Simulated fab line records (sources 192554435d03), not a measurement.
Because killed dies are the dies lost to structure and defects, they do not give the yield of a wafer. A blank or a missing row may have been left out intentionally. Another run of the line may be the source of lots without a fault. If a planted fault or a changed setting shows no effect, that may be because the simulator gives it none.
fab line records ; flow n5Finfet
record: lots: 7; wafers: 39
route steps=1938 shown FIN_SAQP@138 DUMMY_GATE@228 HKMG_FIN@395 MOL_CONTACT_COAG@523 BEOL_M4@1111
startH: hours from the record's opening day to when the first of the lot's shown wafers began ; waitH: hours since the lot's step before ; " unchanged from the row above ; L1.1+2: several wafers, shown together as one row ; - no value, or no start given ; * or withheld: withheld ; < > ~ a bound
route shown NAME@n: NAME is a module with steps in the file, n the number in the route of the first one ; usual: mean/standard deviation taken from wafers without a fault ; same: alike in all rows ; chamber/n: place in a boat ; sites: per-site readings ; _std_site: standard deviation of those values ; _edge_site: outer sites' mean less inner sites' ; radiusMm: how far each site lies from the wafer's centre ; mask NAME#n: copy n ; behind: the most recent tool/chamber to have shaped the wafer ; hold: what put the lot on hold/how long, in hours/how the hold closed ; device: names the non-switching transistor (n, p or np) ; end of line: the same wafers' tests at the end of the route ; for a step that has no rows: nothing shown but its recipe ; killed: dies lost to structure and defects at the first sort, not the wafer's yield ; map: shows each die of a wafer: x if killed, . if not, _ if none is there
set.NAME: the run value of the setting; set.NAME@STEP: its run value at that earlier step ; model.NAME: the simulator's own value behind a step, which no gauge read
one table per step and one row per wafer, for lots whose settings were changed on purpose
== steps ==
step: N5_FIN_SAQP_SPACER2_ALD_28
recipe: material: SiO2; targetThkA: 81; tempC: 300; aldPrecursorFamily: BDEAS; aldCoReactant: O2-plasma; pulseTimeS: 1; purgeTimeS: 2; coReactantPurgeTimeS: 2; pressureTorr: 2
step: N5_DUMMY_GATE_EXPOSE_12
recipe: maskId: GATE; na: 0.33; sourceShape: annular; sigmaInner: 0.2; sigmaOuter: 0.6; polarization: unpolarized; targetCdNm: 25; doseMj: 34
step: N5_DUMMY_GATE_ETCH_42
recipe: chemistry: CHF3/O2; target: SiO2; targetDepthA: 35; timeS: 31; ionEnergyEv: 30; biasW: 12; pressureMtorr: 30; sourceW: 600; Ar_flow_sccm: 200; CHF3_flow_sccm: 50; O2_flow_sccm: 5
step: N5_HKMG_FIN_EXPOSE_46
recipe: maskId: NDIPOLE; na: 1.35; sourceShape: conventional; sigmaOuter: 0.8; polarization: unpolarized; doseMj: 40
step: N5_MOL_CONTACT_COAG_EXPOSE_05
recipe: maskId: CA; na: 0.33; sourceShape: annular; sigmaInner: 0.4; sigmaOuter: 0.8; polarization: unpolarized; defocusNm: 0; doseMj: 38.25
step: N5_MOL_CONTACT_COAG_ETCH_105
recipe: chemistry: CF4; target: SiARC; targetDepthA: 156; maskMaterial: CAR-EUV; timeS: 26; ionEnergyEv: 80; pressureMtorr: 40; sourceW: 545; biasW: 36; Ar_flow_sccm: 100; cf4FlowSccm: 100; ends: cleared
step: N5_MOL_CONTACT_COAG_ALD_20
recipe: material: TiN; targetThkA: 15; tempC: 400; aldPrecursorFamily: TiCl4; aldCoReactant: NH3; pulseTimeS: 1; purgeTimeS: 3; coReactantPurgeTimeS: 2; coReactantPulseTimeS: 2; aldCycles: 68; pressureTorr: 3
step: N5_MOL_CONTACT_COAG_ETCHBACK_135
recipe: chemistry: CHF3; target: SiO2; targetDepthA: 250; timeS: 16.7; ionEnergyEv: 200; pressureMtorr: 30; sourceW: 610; biasW: 170; Ar_flow_sccm: 200; CHF3_flow_sccm: 50
step: N5_MOL_CONTACT_COAG_ETCH_67
recipe: chemistry: N2/H2; target: SOC; targetDepthA: 600; overetchA: 210; maskMaterial: SiARC; tempC: 40; timeS: 101.2; ionEnergyEv: 200; pressureMtorr: 30; sourceW: 840; biasW: 150; n2FlowSccm: 200; h2FlowSccm: 200
step: N5_BEOL_M4_RC_MEAS_101
usual: ION_N: 677/16; RC_DENSE_N: 19.5/0.63; RC_DENSE_P: 24.4/0.8; RC_N: 15.9/0.49; RC_P: 19.9/0.64; VT_N_LVT: 99/3.8; VT_P: -251/3.5; VT_P_LVT: -100/3.2
lot.wafer;tool;chamber;startH;waitH;set.targetThkA@FIN_SAQP_SPACER2_ALD_28;set.doseMj@DUMMY_GATE_EXPOSE_12;set.biasW@DUMMY_GATE_ETCH_42;set.doseMj@HKMG_FIN_EXPOSE_46;set.doseMj@MOL_CONTACT_COAG_EXPOSE_05;set.biasW@MOL_CONTACT_COAG_ETCH_105;set.coReactantPulseTimeS@MOL_CONTACT_COAG_ALD_20;set.targetDepthA@MOL_CONTACT_COAG_ETCHBACK_135;set.sourceW@MOL_CONTACT_COAG_ETCH_67;ION_N[uA/um];RC_DENSE_N[ohm.um];RC_DENSE_P[ohm.um];RC_N[ohm.um];RC_P[ohm.um];VT_N_LVT[mV];VT_P[mV];VT_P_LVT[mV]
L080.1;prober-01;0;202.96;0.5;87.88;34;12;37.73;35.3;32.98;2;216.4;991.3;692;21.9;27.5;17.8;22.1;88;-251;-97
L080.2;prober-01;0;202.96;0.5;87.88;32.02;12;40;38.25;36;2;216.4;991.3;698;18.3;23.4;15.2;18.9;89;-250;-97
L080.3;prober-01;0;202.96;0.5;81;32.02;10.13;37.73;35.3;36;2;250;991.3;662;22.0;27.4;17.8;22.2;100;-257;-104
L080.4;prober-01;0;202.96;0.5;81;34;12;37.73;38.25;32.98;2;250;840;693;19.3;24.4;15.8;19.7;95;-254;-100
L080.5;prober-01;0;202.96;0.5;81;34;10.13;40;35.3;36;2;250;840;656;21.7;27.4;17.6;22.1;102;-258;-105
L080.6;prober-01;0;202.96;0.5;87.88;32.02;10.13;40;38.25;32.98;2;216.4;840;680;19.6;24.7;16.1;20.0;93;-253;-100
L079.1;prober-02;0;204.14;0.0;81;34;12;40;38.25;36;2;250;840;688;20.4;25.5;16.5;20.8;93;-247;-94
L079.2;prober-02;0;204.14;0.0;72.99;34;12;40;38.25;38.37;2;250;840;617;19.3;24.2;15.6;19.7;114;-263;-109
L079.3;prober-02;0;204.14;0.0;81;35.72;12;38.82;38.25;38.37;2;250;840;687;18.8;23.8;15.4;19.4;96;-246;-97
L079.4;prober-02;0;204.14;0.0;72.99;35.72;12;38.82;37.15;36;2;250;840;639;20.1;25.3;16.4;20.5;112;-259;-108
L079.5;prober-02;0;204.14;0.0;72.99;35.72;12;40;37.15;36;2;250;840;645;20.0;25.4;16.5;20.6;107;-255;-105
L079.6;prober-02;0;204.14;0.0;81;34;12;38.82;37.15;38.37;2;250;840;646;20.6;25.6;16.5;20.7;102;-253;-101
L082.1;prober-01;0;225.90;0.0;81;34;10.84;40;36.49;39.67;2;250;929.9;672;20.8;25.8;16.7;20.8;96;-249;-96
L082.2;prober-01;0;225.90;0.0;84.3;34;10.84;40;36.49;39.67;2.311;250;840;675;20.4;25.5;16.7;20.6;91;-245;-91
L082.3;prober-01;0;225.90;0.0;84.3;34;12;38.54;36.49;36;2.311;250;929.9;673;21.8;26.7;17.6;21.8;95;-246;-92
L082.4;prober-01;0;225.90;0.0;81;34;12;38.54;38.25;39.67;2.311;250;840;666;20.1;24.7;16.3;20.1;101;-251;-99
L082.5;prober-01;0;225.90;0.0;84.3;34;12;40;38.25;36;2;250;840;682;18.9;23.4;15.4;19.1;94;-246;-93
L082.6;prober-01;0;225.90;0.0;81;34;10.84;38.54;38.25;36;2;250;929.9;682;18.6;23.1;15.2;18.8;92;-245;-94
L083.1;prober-01;0;230.41;0.0;81;34;12;40;38.25;41.79;2;250;987.5;672;20.4;25.6;16.5;21.0;99;-252;-101
L083.2;prober-01;0;230.41;0.0;90.73;34;12;42.46;38.25;41.79;2;250;987.5;731;20.0;25.1;16.2;20.5;86;-243;-93
L083.3;prober-01;0;230.41;0.0;90.73;36.38;13.72;42.46;38.25;41.79;2;250;840;711;19.5;24.5;15.8;20.0;88;-246;-95
L083.4;prober-01;0;230.41;0.0;90.73;34;13.72;40;38.25;36;2;250;840;715;19.9;25.0;16.3;20.3;89;-246;-93
L083.5;prober-01;0;230.41;0.0;81;36.38;13.72;42.46;38.25;36;2;250;987.5;681;19.4;24.3;15.9;19.8;97;-249;-100
L083.6;prober-01;0;230.41;0.0;81;36.38;12;40;38.25;36;2;250;840;678;19.7;24.7;15.9;20.2;100;-251;-101
L084.1;prober-01;0;231.34;0.7;81;34;12;37.35;38.25;36;2;250;840;649;19.8;24.6;16.3;19.9;102;-251;-98
L084.2;prober-01;0;231.34;0.7;81;34;12;40;38.25;38.71;2;250;983.8;672;19.3;24.1;15.8;19.5;97;-248;-97
L084.3;prober-01;0;231.34;0.7;81;34;12;40;38.25;38.71;2;266.5;840;677;19.0;23.3;15.6;19.1;96;-252;-98
L084.4;prober-01;0;231.34;0.7;81;33.06;12;37.35;38.25;36;2;250;983.8;655;19.3;24.0;15.7;19.3;101;-253;-100
L084.5;prober-01;0;231.34;0.7;81;33.06;12;37.35;38.25;38.71;2;266.5;840;678;20.0;24.4;16.1;20.2;101;-251;-99
L084.6;prober-01;0;231.34;0.7;81;33.06;12;40;38.25;36;2;266.5;983.8;669;19.3;23.8;15.7;19.3;98;-252;-99
L089.1;prober-02;0;260.65;0.0;81;34;14.1;38.89;38.25;36;2;250;840;642;20.2;25.1;16.3;20.2;101;-255;-103
L089.2;prober-02;0;260.65;0.0;81;34;12;40;38.25;31.21;2;250;798.2;681;19.6;24.5;16.0;19.8;95;-249;-98
L089.3;prober-02;0;260.65;0.0;81;34;14.1;38.89;38.25;36;2.162;250;798.2;649;18.8;23.6;15.4;19.3;106;-259;-106
L089.4;prober-02;0;260.65;0.0;81;34;12;40;38.25;36;2;250;840;668;19.6;24.3;15.9;19.8;102;-255;-103
L089.5;prober-02;0;260.65;0.0;81;34;12;38.89;38.25;31.21;2.162;250;798.2;656;20.2;24.8;16.6;20.6;98;-254;-101
L089.6;prober-02;0;260.65;0.0;81;34;14.1;40;38.25;31.21;2.162;250;840;672;19.6;24.4;15.8;19.8;98;-251;-99
L093.3;prober-01;0;286.65;0.3;81;34;12;40;38.25;36;2;250;840;694;18.8;23.3;15.4;19.0;98;-249;-98
L093.4;prober-01;0;286.65;0.3;81;34;12;40;38.25;36;2;250;840;697;19.4;24.2;15.7;19.7;94;-249;-96
L093.6;prober-01;0;286.65;0.3;81;34;12;40;38.25;36;2;250;840;680;19.7;24.8;16.2;20.2;101;-251;-101
== key ==
split: step: N5_FIN_SAQP_SPACER2_ALD_28; setting: targetThkA; statedAs: 81
response: step: N5_BEOL_M4_RC_MEAS_101; reading: VT_N_LVT; slope: -1.39; per: 1%; togetherWith: all; explained: 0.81
response: step: N5_BEOL_M4_RC_MEAS_101; reading: VT_P_LVT; slope: +0.936; per: 1%; togetherWith: all; explained: 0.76
response: step: N5_BEOL_M4_RC_MEAS_101; reading: VT_P; slope: +0.985; per: 1%; togetherWith: all; explained: 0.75
response: step: N5_BEOL_M4_RC_MEAS_101; reading: ION_N; slope: +4.69; per: 1%; togetherWith: all; explained: 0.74
split: step: N5_DUMMY_GATE_EXPOSE_12; setting: doseMj; statedAs: 34
response none clear
split: step: N5_DUMMY_GATE_ETCH_42; setting: biasW; statedAs: 12
response none clear
split: step: N5_HKMG_FIN_EXPOSE_46; setting: doseMj; statedAs: 40
response none clear
split: step: N5_MOL_CONTACT_COAG_EXPOSE_05; setting: doseMj; statedAs: 38.25
response: step: N5_BEOL_M4_RC_MEAS_101; reading: RC_DENSE_P; slope: -0.43; per: 1%; togetherWith: all; explained: 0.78
response: step: N5_BEOL_M4_RC_MEAS_101; reading: RC_DENSE_N; slope: -0.359; per: 1%; togetherWith: all; explained: 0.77
response: step: N5_BEOL_M4_RC_MEAS_101; reading: RC_N; slope: -0.263; per: 1%; togetherWith: all; explained: 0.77
response: step: N5_BEOL_M4_RC_MEAS_101; reading: RC_P; slope: -0.326; per: 1%; togetherWith: all; explained: 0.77
split: step: N5_MOL_CONTACT_COAG_ETCH_105; setting: biasW; statedAs: 36
response none clear
split: step: N5_MOL_CONTACT_COAG_ALD_20; setting: coReactantPulseTimeS; statedAs: 2
response none clear
split: step: N5_MOL_CONTACT_COAG_ETCHBACK_135; setting: targetDepthA; statedAs: 250
response none clear
split: step: N5_MOL_CONTACT_COAG_ETCH_67; setting: sourceW; statedAs: 840
response none clear
